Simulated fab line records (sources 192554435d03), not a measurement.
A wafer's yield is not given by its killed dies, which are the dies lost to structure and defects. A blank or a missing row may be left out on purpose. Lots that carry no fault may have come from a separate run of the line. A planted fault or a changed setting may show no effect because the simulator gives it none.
The tool behind it: which one? / flow n5 finfet / 12 lots, 36 wafers sampled, at 1 step of a route of 1938

## WHAT THE GAUGES SHOWED, per wafer
N5_BEOL_M4_OVL_MEAS_29.
lot=L075; measured=day 7 17:14; on=overlay-01; V3_OVL (nm)=-1.3 -0.2 0.0
lot=L078; measured=day 8 04:46; on=overlay-01; V3_OVL (nm)=-0.5 0.6 -1.5
lot=L079; measured=day 8 14:58; on=overlay-01; V3_OVL (nm)=-0.9 -0.1 -0.1
lot=L081; measured=day 9 20:23; on=overlay-01; V3_OVL (nm)=1.2 0.3 0.0
lot=L082; measured=day 9 21:29; on=overlay-01; V3_OVL (nm)=0.2 0.2 0.4
lot=L085; measured=day 10 01:09; on=overlay-01; V3_OVL (nm)=0.8 -0.5 0.6
lot=L087; measured=day 10 05:20; on=overlay-02; V3_OVL (nm)=0.0 0.5 0.6
lot=L088; measured=day 11 15:08; on=overlay-01; V3_OVL (nm)=0.6 0.4 0.4
lot=L091; measured=day 11 22:29; on=overlay-01; V3_OVL (nm)=0.7 0.8 -0.3
lot=L093; measured=day 12 03:55; on=overlay-02; V3_OVL (nm)=0.9 0.9 0.9
lot=L094; measured=day 13 01:11; on=overlay-02; V3_OVL (nm)=-1.2 -1.0 -0.9
lot=L096; measured=day 13 15:15; on=overlay-01; V3_OVL (nm)=-0.8 -1.9 -1.7

## TOOL THAT RAN EACH LOT (tool first, then ch and the chambers of the sampled wafers, then the start)
The record shows no process step preceding these readings.

## THE ANSWER, worked out from the rows above alone
Rule: usual is defined by the lots themselves. Put in order of their means at a reading, lots are off if they are a third of the lots or fewer, leave a main group of 4 or more, and stand apart from it by a gap of 3 or more times the standard deviation of the main group's means; of several such gaps the widest counts. A main group whose means are all the same, to the digits that the tables above print for the reading, isn't used. Also off: a lot with no number at a reading for which 4 or more lots have one. All remaining lots with rows at the step are treated as sound.
Across all readings shown, no lot is off: no conclusion can be drawn from this.

## WHAT HAD BEEN PUT IN BY THE SIMULATOR
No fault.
